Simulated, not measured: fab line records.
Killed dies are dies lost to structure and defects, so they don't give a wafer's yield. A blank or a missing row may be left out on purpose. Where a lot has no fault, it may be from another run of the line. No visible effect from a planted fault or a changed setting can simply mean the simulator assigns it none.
The tool behind it: which one? / flow nandHarc / Sampling: 14 lots, 42 wafers, 5 of 1302 route steps

== WHAT EACH GAUGE READ, for each wafer ==
NHARC_A_ONON_D1_THK_MEAS_14: measures by ellipsometry.
lot=L897; measured=day 8 04:14; on=filmMetro-01; thkNm (nm)=993 994 995
lot=L898; measured=day 8 04:32; on=filmMetro-02; thkNm (nm)=1004 1004 1004
lot=L900; measured=day 8 23:52; on=filmMetro-01; thkNm (nm)=1017 1016 1017
lot=L909; measured=day 12 15:41; on=filmMetro-02; thkNm (nm)=1000 998 999
lot=L911; measured=day 13 20:40; on=filmMetro-01; thkNm (nm)=995 994 995
lot=L912; measured=day 14 08:03; on=filmMetro-02; thkNm (nm)=1006 1007 1007
lot=L913; measured=day 14 15:49; on=filmMetro-02; thkNm (nm)=997 997 997
lot=L914; measured=day 14 22:18; on=filmMetro-02; thkNm (nm)=1008 1009 1007
lot=L915; measured=day 15 08:05; on=filmMetro-01; thkNm (nm)=997 998 998
lot=L916; measured=day 15 19:04; on=filmMetro-02; thkNm (nm)=994 991 994
lot=L917; measured=day 16 04:30; on=filmMetro-02; thkNm (nm)=977 972 974
lot=L918; measured=day 16 12:05; on=filmMetro-02; thkNm (nm)=1010 1010 1011
lot=L919; measured=day 17 00:37; on=filmMetro-01; thkNm (nm)=1011 1013 1011
lot=L920; measured=day 17 09:44; on=filmMetro-01; thkNm (nm)=999 997 999

NHARC_A_ONON_D1_THK_MEAS_21: measures by ellipsometry.
lot=L897; measured=day 8 12:36; on=filmMetro-02; thkNm (nm)=998 999 998
lot=L898; measured=day 8 12:35; on=filmMetro-02; thkNm (nm)=1002 1003 1002
lot=L900; measured=day 9 08:29; on=filmMetro-02; thkNm (nm)=1006 1005 1004
lot=L909; measured=day 13 00:04; on=filmMetro-01; thkNm (nm)=1004 1003 1002
lot=L911; measured=day 14 09:49; on=filmMetro-02; thkNm (nm)=1002 1004 1002
lot=L912; measured=day 14 17:01; on=filmMetro-01; thkNm (nm)=1002 1003 1003
lot=L913; measured=day 15 00:11; on=filmMetro-02; thkNm (nm)=1005 1004 1005
lot=L914; measured=day 15 06:37; on=filmMetro-02; thkNm (nm)=1011 1010 1010
lot=L915; measured=day 15 18:10; on=filmMetro-01; thkNm (nm)=1001 1002 1002
lot=L916; measured=day 16 06:29; on=filmMetro-02; thkNm (nm)=991 992 991
lot=L917; measured=day 16 13:07; on=filmMetro-02; thkNm (nm)=979 980 981
lot=L918; measured=day 16 23:01; on=filmMetro-01; thkNm (nm)=1009 1009 1008
lot=L919; measured=day 17 08:44; on=filmMetro-01; thkNm (nm)=1005 1004 1004
lot=L920; measured=day 17 18:06; on=filmMetro-02; thkNm (nm)=999 998 998

NHARC_END_SORT_01.
lot=L900; measured=day 25 04:01; on=prober-01; killedAtArray=670 668 675; killedAtOther=0 2 2; killedAtPeriphery=7 7 0; killedDies=677 677 677; killedOpen=4 8 4; killedShort=0 3 1
lot=L909; measured=day 29 18:41; on=prober-01; killedAtArray=668 671 669; killedAtOther=1 2 0; killedAtPeriphery=8 4 8; killedDies=677 677 677; killedOpen=3 5 1; killedShort=1 1 0
lot=L911; measured=day 30 09:39; on=prober-02; killedAtArray=61 42 52; killedAtOther=0 0 1; killedAtPeriphery=1 7 6; killedDies=62 49 59; killedOpen=3 6 2; killedShort=2 3 2
lot=L914; measured=day 32 02:07; on=prober-01; killedAtArray=37; killedAtOther=0; killedAtPeriphery=5; killedDies=42; killedOpen=3; killedShort=2

== TOOL THAT RAN EACH LOT (tool first, then ch and the chambers of the sampled wafers, then the start) ==
lot=L897; NHARC_A_CHANNEL_HOLE_D1_DEP_00=aclDep-03 ch 0, day 8 15:32; NHARC_A_CHANNEL_HOLE_D1_DEP_01=pecvd-04 ch 0,1,2, day 8 16:49
lot=L898; NHARC_A_CHANNEL_HOLE_D1_DEP_00=aclDep-02 ch 0, day 8 15:29; NHARC_A_CHANNEL_HOLE_D1_DEP_01=pecvd-01 ch 0,1, day 8 17:05
lot=L900; NHARC_A_CHANNEL_HOLE_D1_DEP_00=aclDep-02 ch 0, day 9 16:00; NHARC_A_CHANNEL_HOLE_D1_DEP_01=pecvd-03 ch 0,1,2, day 9 21:48
lot=L909; NHARC_A_CHANNEL_HOLE_D1_DEP_00=aclDep-02 ch 0, day 13 04:23; NHARC_A_CHANNEL_HOLE_D1_DEP_01=pecvd-01 ch 1,2, day 13 08:43
lot=L911; NHARC_A_CHANNEL_HOLE_D1_DEP_00=aclDep-02 ch 0, day 14 14:57; NHARC_A_CHANNEL_HOLE_D1_DEP_01=pecvd-04 ch 1,2, day 14 16:54
lot=L912; NHARC_A_CHANNEL_HOLE_D1_DEP_00=aclDep-03 ch 0, day 14 22:23; NHARC_A_CHANNEL_HOLE_D1_DEP_01=pecvd-04 ch 1,2, day 14 23:58
lot=L913; NHARC_A_CHANNEL_HOLE_D1_DEP_00=aclDep-02 ch 0, day 15 05:52; NHARC_A_CHANNEL_HOLE_D1_DEP_01=pecvd-01 ch 0,1, day 15 07:29
lot=L914; NHARC_A_CHANNEL_HOLE_D1_DEP_00=aclDep-02 ch 0, day 15 09:56; NHARC_A_CHANNEL_HOLE_D1_DEP_01=pecvd-01 ch 0,1,2, day 15 11:52
lot=L915; NHARC_A_CHANNEL_HOLE_D1_DEP_00=aclDep-02 ch 0, day 15 20:47; NHARC_A_CHANNEL_HOLE_D1_DEP_01=pecvd-01 ch 0,1,2, day 15 22:24
lot=L916; NHARC_A_CHANNEL_HOLE_D1_DEP_00=aclDep-01 ch 0, day 16 08:49; NHARC_A_CHANNEL_HOLE_D1_DEP_01=pecvd-04 ch 0,1,2, day 16 10:44
lot=L917; NHARC_A_CHANNEL_HOLE_D1_DEP_00=aclDep-03 ch 0, day 16 20:37; NHARC_A_CHANNEL_HOLE_D1_DEP_01=pecvd-03 ch 0,1,2, day 16 22:13
lot=L918; NHARC_A_CHANNEL_HOLE_D1_DEP_00=aclDep-03 ch 0, day 17 09:17; NHARC_A_CHANNEL_HOLE_D1_DEP_01=pecvd-04 ch 0,1, day 17 11:16
lot=L919; NHARC_A_CHANNEL_HOLE_D1_DEP_00=aclDep-02 ch 0, day 17 11:56; NHARC_A_CHANNEL_HOLE_D1_DEP_01=pecvd-04 ch 0,1, day 17 13:51
lot=L920; NHARC_A_CHANNEL_HOLE_D1_DEP_00=aclDep-02 ch 0, day 17 20:27; NHARC_A_CHANNEL_HOLE_D1_DEP_01=pecvd-04 ch 0,2, day 17 22:26
- NHARC_A_CHANNEL_HOLE_D1_DEP_00: deposits aC, target thk 3100 nm.
- NHARC_A_CHANNEL_HOLE_D1_DEP_01: deposits SiON, target thk 140 nm.

== AS READ BY THE TOOLS THEMSELVES (means over the sampled wafers that have a number; for cases with no such wafer, the mark the record gives instead) ==
NHARC_A_CHANNEL_HOLE_D1_DEP_00.
lot=L897; tool=aclDep-03; throttleValvePct (%)=34.996
lot=L898; tool=aclDep-02; throttleValvePct (%)=34.999
lot=L900; tool=aclDep-02; throttleValvePct (%)=35.003
lot=L909; tool=aclDep-02; throttleValvePct (%)=35.000
lot=L911; tool=aclDep-02; throttleValvePct (%)=35.000
lot=L912; tool=aclDep-03; throttleValvePct (%)=34.999
lot=L913; tool=aclDep-02; throttleValvePct (%)=34.998
lot=L914; tool=aclDep-02; throttleValvePct (%)=34.995
lot=L915; tool=aclDep-02; throttleValvePct (%)=35.001
lot=L916; tool=aclDep-01; throttleValvePct (%)=35.006
lot=L917; tool=aclDep-03; throttleValvePct (%)=34.997
lot=L918; tool=aclDep-03; throttleValvePct (%)=35.008
lot=L919; tool=aclDep-02; throttleValvePct (%)=35.006
lot=L920; tool=aclDep-02; throttleValvePct (%)=35.004

NHARC_A_CHANNEL_HOLE_D1_DEP_01.
lot=L897; tool=pecvd-04; heaterPowerW (W)=720; showerheadVppV (V)=1115
lot=L898; tool=pecvd-01; heaterPowerW (W)=764; showerheadVppV (V)=1114
lot=L900; tool=pecvd-03; heaterPowerW (W)=718; showerheadVppV (V)=1175
lot=L909; tool=pecvd-01; heaterPowerW (W)=767; showerheadVppV (V)=1152
lot=L911; tool=pecvd-04; heaterPowerW (W)=769; showerheadVppV (V)=1135
lot=L912; tool=pecvd-04; heaterPowerW (W)=714; showerheadVppV (V)=1147
lot=L913; tool=pecvd-01; heaterPowerW (W)=770; showerheadVppV (V)=1119
lot=L914; tool=pecvd-01; heaterPowerW (W)=814; showerheadVppV (V)=1138
lot=L915; tool=pecvd-01; heaterPowerW (W)=790; showerheadVppV (V)=1139
lot=L916; tool=pecvd-04; heaterPowerW (W)=705; showerheadVppV (V)=1126
lot=L917; tool=pecvd-03; heaterPowerW (W)=718; showerheadVppV (V)=1172
lot=L918; tool=pecvd-04; heaterPowerW (W)=699; showerheadVppV (V)=1101
lot=L919; tool=pecvd-04; heaterPowerW (W)=629; showerheadVppV (V)=1106
lot=L920; tool=pecvd-04; heaterPowerW (W)=734; showerheadVppV (V)=1103

== THE ANSWER, worked out from the rows above alone ==
Rule: the lots themselves supply what counts as usual. Put in order of their means at a reading, lots are off if they are a third of the lots or fewer, leave a main group of 4 or more, and stand apart from it by a gap of 3 or more times the standard deviation of the main group's means; of several such gaps the widest counts. A main group whose means are all the same, to the digits that the tables above print for the reading, isn't used. A lot without any number at a reading at which 4 lots or more have one is off too. All remaining lots with rows at the step are treated as sound. First the gauges in route order, then the tools' own readings, where a lot's mean is used as printed above. The first step at which some lot is off is used, and at that step the reading that is off furthest; a lot without a number counts as furthest.
Nothing can be told from this: no lot is off at any reading shown.

== WHAT HAD BEEN PUT IN BY THE SIMULATOR ==
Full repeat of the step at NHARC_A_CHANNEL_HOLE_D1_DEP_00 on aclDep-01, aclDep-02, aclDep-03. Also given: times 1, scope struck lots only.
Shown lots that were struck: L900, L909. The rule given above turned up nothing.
